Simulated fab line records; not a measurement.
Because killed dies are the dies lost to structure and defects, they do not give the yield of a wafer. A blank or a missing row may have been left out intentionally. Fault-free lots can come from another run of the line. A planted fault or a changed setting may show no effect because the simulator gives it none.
fab line records -- flow nand_harc
[record] lots = 6, wafers = 18, last_day = 23
route steps=1159 shown A_ONON_D1@432
lots that met no fault: from a run of the same line without faults
start_h: hours from the record's opening day to when the first of the lot's shown wafers began -- wait_h: how many hours have passed since the lot's step before this one -- " as in the row above -- L1.1+2: a single row standing in for several wafers -- - no value, or no start given -- * or withheld: withheld -- < > ~ a bound
route shown NAME@n: a module of which the file shows steps, and the number in the route of the first -- usual: mean and standard deviation over wafers with no fault -- same: alike in all rows -- chamber/n: place in a boat -- sites: the reading at each site -- _std_site: their standard deviation -- _edge_site: the outer-site mean with the inner-site mean subtracted -- radius_mm: for every site, how far away it sits from the centre of the wafer -- mask NAME#n: copy n -- behind: the most recent tool/chamber to have shaped the wafer -- hold: why the lot went on hold/how many hours it stayed there/how the hold came to an end -- device: the n, p or np transistor that did not switch -- end of line: tests of these same wafers at the route's end -- step lacking rows: just its recipe -- killed: at the first sort, the dies lost to defects and structure; wafer yield is something else -- map: the dies of a wafer, with x for killed, . for not killed, _ for no die there
set.NAME: the setting the step ran with; set.NAME@STEP: the setting that earlier step ran with -- model.NAME: the simulator's own value behind a step, which no gauge read
certain route steps with their lots: each step a table, each wafer a row
services: the hour from which a tool's chamber was out of use, counted from the record's first day as start_h (under 0 if before that day), plus the number of hours and why
[[steps]]
[step NHARC_A_ONON_D1_DEP_12]
[recipe] target_thk_a = 10000, n2_flow_sccm = 2750, n2o_flow_sccm = 2000, nh3_flow_sccm = 500, sih4_flow_sccm = 210, temp_c = 400
[step NHARC_A_ONON_D1_THK_MEAS_14]
[recipe] thk_meas_gauge = ellipsometry
[usual] thk_nm = 999/11
lot.wafer,tool,chamber,start_h,wait_h,thk_nm
L751.1,film_metro-01,-,177.22,-,1008
L751.3,film_metro-01,-,177.22,-,1007
L751.5,film_metro-01,-,177.22,-,1007
L756.2,film_metro-01,-,206.13,-,1004
L756.3,film_metro-01,-,206.13,-,1003
L756.4,film_metro-01,-,206.13,-,1004
L763.1,film_metro-02,-,250.14,-,996
L763.2,film_metro-02,-,250.14,-,995
L763.6,film_metro-02,-,250.14,-,996
L765.2,film_metro-02,-,257.29,-,990
L765.3,film_metro-02,-,257.29,-,989
L765.4,film_metro-02,-,257.29,-,990
L766.2,film_metro-01,-,257.31,-,988
L766.4,film_metro-01,-,257.31,-,987
L766.5,film_metro-01,-,257.31,-,989
L768.3,film_metro-02,-,276.52,-,997
L768.5,film_metro-02,-,276.52,-,997
L768.6,film_metro-02,-,276.52,-,996
[step NHARC_A_ONON_D1_ANNEAL_15]
[recipe] temp_c = 750, time_s = 3600
[step NHARC_A_ONON_D1_DEP_16]
[recipe] target_thk_a = 10000, n2_flow_sccm = 2750, n2o_flow_sccm = 2000, nh3_flow_sccm = 500, sih4_flow_sccm = 210, temp_c = 400
[step NHARC_A_ONON_D1_THK_MEAS_18]
[recipe] thk_meas_gauge = ellipsometry
[usual] thk_nm = 1003/9.7
lot.wafer,tool,chamber,start_h,wait_h,thk_nm
L751.1,film_metro-02,-,184.34,-,989
L751.3,film_metro-02,-,184.34,-,991
L751.5,film_metro-02,-,184.34,-,990
L756.2,film_metro-02,-,213.81,-,1032
L756.3,film_metro-02,-,213.81,-,1032
L756.4,film_metro-02,-,213.81,-,1032
L763.1,film_metro-01,-,257.83,-,993
L763.2,film_metro-01,-,257.83,-,993
L763.6,film_metro-01,-,257.83,-,993
L766.2,film_metro-02,-,264.43,-,1016
L766.4,film_metro-02,-,264.43,-,1017
L766.5,film_metro-02,-,264.43,-,1017
L765.2,film_metro-01,-,264.43,-,1001
L765.3,film_metro-01,-,264.43,-,1002
L765.4,film_metro-01,-,264.43,-,1003
L768.3,film_metro-02,-,284.02,-,996
L768.5,film_metro-02,-,284.02,-,995
L768.6,film_metro-02,-,284.02,-,995
[step NHARC_A_ONON_D1_DEP_19]
[recipe] target_thk_a = 10000, n2_flow_sccm = 2750, n2o_flow_sccm = 2000, nh3_flow_sccm = 500, sih4_flow_sccm = 210, temp_c = 400
[step NHARC_A_ONON_D1_THK_MEAS_21]
[recipe] thk_meas_gauge = ellipsometry
[usual] thk_nm = 999/9.2
lot.wafer,tool,chamber,start_h,wait_h,thk_nm
L751.1,film_metro-02,-,184.91,-,1008
L751.3,film_metro-02,-,184.91,-,1007
L751.5,film_metro-02,-,184.91,-,1007
L756.2,film_metro-02,-,214.38,-,991
L756.3,film_metro-02,-,214.38,-,991
L756.4,film_metro-02,-,214.38,-,992
L763.1,film_metro-01,-,258.40,-,999
L763.2,film_metro-01,-,258.40,-,1000
L763.6,film_metro-01,-,258.40,-,1000
L766.2,film_metro-01,-,264.99,-,1001
L766.4,film_metro-01,-,264.99,-,998
L766.5,film_metro-01,-,264.99,-,999
L765.2,film_metro-02,-,265.00,-,994
L765.3,film_metro-02,-,265.00,-,996
L765.4,film_metro-02,-,265.00,-,995
L768.3,film_metro-01,-,284.58,-,993
L768.5,film_metro-01,-,284.58,-,993
L768.6,film_metro-01,-,284.58,-,993
[step NHARC_A_ONON_D1_DEP_22]
[recipe] target_thk_a = 10000, n2_flow_sccm = 2750, n2o_flow_sccm = 2000, nh3_flow_sccm = 500, sih4_flow_sccm = 210, temp_c = 400
[step NHARC_A_ONON_D1_THK_MEAS_24]
[recipe] thk_meas_gauge = ellipsometry
[usual] thk_nm = 1001/8.3
lot.wafer,tool,chamber,start_h,wait_h,thk_nm
L751.1,film_metro-01,-,185.48,-,999
L751.3,film_metro-01,-,185.48,-,1002
L751.5,film_metro-01,-,185.48,-,1001
L756.2,film_metro-02,-,214.98,-,1017
L756.3,film_metro-02,-,214.98,-,1015
L756.4,film_metro-02,-,214.98,-,1016
L763.1,film_metro-01,-,258.97,-,1012
L763.2,film_metro-01,-,258.97,-,1010
L763.6,film_metro-01,-,258.97,-,1011
L766.2,film_metro-01,-,265.56,-,989
L766.4,film_metro-01,-,265.56,-,990
L766.5,film_metro-01,-,265.56,-,989
L765.2,film_metro-02,-,265.56,-,995
L765.3,film_metro-02,-,265.56,-,995
L765.4,film_metro-02,-,265.56,-,995
L768.3,film_metro-01,-,285.27,-,1004
L768.5,film_metro-01,-,285.27,-,1002
L768.6,film_metro-01,-,285.27,-,1004
[step NHARC_A_ONON_D1_DEP_25]
[recipe] target_thk_a = 10000, n2_flow_sccm = 2750, n2o_flow_sccm = 2000, nh3_flow_sccm = 500, sih4_flow_sccm = 210, temp_c = 400
[step NHARC_A_ONON_D1_THK_MEAS_27]
[recipe] thk_meas_gauge = ellipsometry
[usual] thk_nm = 999/9.9
lot.wafer,tool,chamber,start_h,wait_h,thk_nm
L751.1,film_metro-01,-,186.05,-,1008
L751.3,film_metro-01,-,186.05,-,1009
L751.5,film_metro-01,-,186.05,-,1008
L756.2,film_metro-02,-,215.55,-,990
L756.3,film_metro-02,-,215.55,-,991
L756.4,film_metro-02,-,215.55,-,990
L763.1,film_metro-02,-,259.54,-,1002
L763.2,film_metro-02,-,259.54,-,1004
L763.6,film_metro-02,-,259.54,-,1005
L765.2,film_metro-01,-,266.13,-,1019
L765.3,film_metro-01,-,266.13,-,1018
L765.4,film_metro-01,-,266.13,-,1016
L766.2,film_metro-02,-,266.13,-,992
L766.4,film_metro-02,-,266.13,-,992
L766.5,film_metro-02,-,266.13,-,993
L768.3,film_metro-02,-,285.85,-,1013
L768.5,film_metro-02,-,285.85,-,1014
L768.6,film_metro-02,-,285.85,-,1015
[step NHARC_A_ONON_D1_DEP_28]
[recipe] target_thk_a = 10000, n2_flow_sccm = 2750, n2o_flow_sccm = 2000, nh3_flow_sccm = 500, sih4_flow_sccm = 210, temp_c = 400
lot.wafer,tool,chamber,start_h,wait_h
L751.1+3+5,pecvd_onon-03,0,186.10,0.1
L756.2+3+4,pecvd_onon-03,0,215.66,0.1
L763.1+2+6,pecvd_onon-03,0,259.60,0.1
L765.2+3+4,pecvd_onon-03,0,266.24,0.1
L766.2+4+5,pecvd_onon-02,0,266.25,0.1
L768.3+5+6,pecvd_onon-04,0,286.02,0.2
[step NHARC_A_ONON_D1_THK_MEAS_30]
[recipe] thk_meas_gauge = ellipsometry
[usual] thk_nm = 999/6.1
lot.wafer,tool,chamber,start_h,wait_h,thk_nm
L751.1,film_metro-01,-,186.64,-,995
L751.3,film_metro-01,-,186.64,-,994
L751.5,film_metro-01,-,186.64,-,996
L756.2,film_metro-01,-,216.12,-,1001
L756.3,film_metro-01,-,216.12,-,1000
L756.4,film_metro-01,-,216.12,-,1002
L763.1,film_metro-02,-,260.11,-,998
L763.2,film_metro-02,-,260.11,-,999
L763.6,film_metro-02,-,260.11,-,1046
L765.2,film_metro-01,-,266.72,-,993
L765.3,film_metro-01,-,266.72,-,1038
L765.4,film_metro-01,-,266.72,-,1041
L766.2,film_metro-02,-,266.73,-,1000
L766.4,film_metro-02,-,266.73,-,1001
L766.5,film_metro-02,-,266.73,-,1002
L768.3,film_metro-01,-,286.42,-,1000
L768.5,film_metro-01,-,286.42,-,999
L768.6,film_metro-01,-,286.42,-,1000
[step NHARC_A_ONON_D1_DEP_33]
[recipe] target_thk_a = 2000, temp_c = 400, pressure_torr = 6.5, rf_w = 900, teos_flow_sccm = 161.4, flow_sccm = 2650, target_thk_nm = 200, gas = O2, material = SiO2
[usual] chamber_pressure_Torr = 6.501/0.015, flow_sccm = 2649/7.6, heater_power_outer_w = 309/75, heater_power_w = 549/96, throttle_valve_pct = 16.1/0.46
lot.wafer,tool,chamber,start_h,wait_h,chamber_pressure_Torr,flow_sccm,heater_power_outer_w,heater_power_w,throttle_valve_pct
L751.3,pecvd-04,2,186.74,0.1,6.503,2647,231,450,16.1
L751.1,pecvd-04,0,186.74,0.1,6.507,2637,314,555,15.7
L751.5,pecvd-04,2,186.74,0.1,6.497,2638,142,329,16.1
L756.2,pecvd-04,1,216.22,0.1,6.490,2652,278,523,15.9
L756.3,pecvd-04,2,216.22,0.1,6.496,2650,178,364,15.5
L756.4,pecvd-04,1,216.22,0.1,6.511,2653,295,535,15.8
L763.2,pecvd-04,2,260.45,0.3,6.490,2650,226,428,15.7
L763.1,pecvd-04,0,260.45,0.3,6.517,2645,231,438,16.1
L763.6,pecvd-04,2,260.45,0.3,6.490,2655,224,433,15.4
L765.3,pecvd-04,0,266.77,0.1,6.536,2642,247,463,15.9
L765.2,pecvd-04,1,266.77,0.1,6.516,2641,325,573,15.6
L765.4,pecvd-04,2,266.77,0.1,6.504,2656,141,321,15.6
L766.2,pecvd-01,1,266.83,0.1,6.499,2655,403,654,16.5
L766.4,pecvd-01,0,266.83,0.1,6.510,2642,282,551,16.8
L766.5,pecvd-01,2,266.83,0.1,6.507,2637,320,559,15.7
L768.3,pecvd-01,0,286.47,0.1,6.471,2654,267,539,16.9
L768.5,pecvd-01,0,286.47,0.1,6.510,2654,269,538,16.8
L768.6,pecvd-01,1,286.47,0.1,6.526,2649,373,596,16.7
[[services]]
tool,chamber,start_h,hours,kind
pecvd-04,-,195.80,13.0,pm
pecvd-04,0,195.80,13.0,vent_cycle
pecvd-04,1,195.80,13.0,vent_cycle
pecvd-04,2,195.80,13.0,vent_cycle
pecvd-04,0,208.80,-,clean
pecvd-04,1,208.80,-,clean
pecvd-04,2,208.80,-,clean
pecvd_onon-04,-,237.00,13.0,pm
pecvd-01,-,237.38,13.0,pm
pecvd-01,0,237.38,13.0,vent_cycle
pecvd-01,1,237.38,13.0,vent_cycle
pecvd-01,2,237.38,13.0,vent_cycle
pecvd-01,0,250.38,-,clean
pecvd-01,1,250.38,-,clean
pecvd-01,2,250.38,-,clean
pecvd-01,-,280.01,0.6,repair
[[key]]
[first_sign] step = NHARC_A_ONON_D1_THK_MEAS_30, reading = thk_nm, direction = up, sigmas = 6.9, usual = 999, struck = 1042
effect none on later readings
met_at NHARC_A_ONON_D1_DEP_28
struck_wafers L763.6,L765.3,L765.4
later_rows_left_out L763.6,L765.3,L765.4
sort_left_out L763.6,L765.3,L765.4
tester_left_out L763,L765
onset_between 215.66 259.60
[fault] kind = process_parameter_drift, tool = pecvd_onon-03, chamber = -, onset_h = 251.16, steps = NHARC_A_ONON_D1_DEP_28, channel = target_thk_a, offset = *, shape = step, end_h = 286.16, scope = struck_wafers_only, acts_in = *, stated = *
// tester_left_out: of these lots the tester's yield and bins aren't shown, on N5 and GAA mostly nor the transistor test; their killed dies are dies lost to structure and defects alone, not to doping, threshold or leakage, so they don't give the yield
// sort_left_out: the simulated sort isn't trusted on such a fault, so these wafers' sort isn't shown, and their yield isn't known
// later_rows_left_out: the simulator's readings of these wafers behind a module that went badly wrong aren't trusted and aren't shown, but for the sort
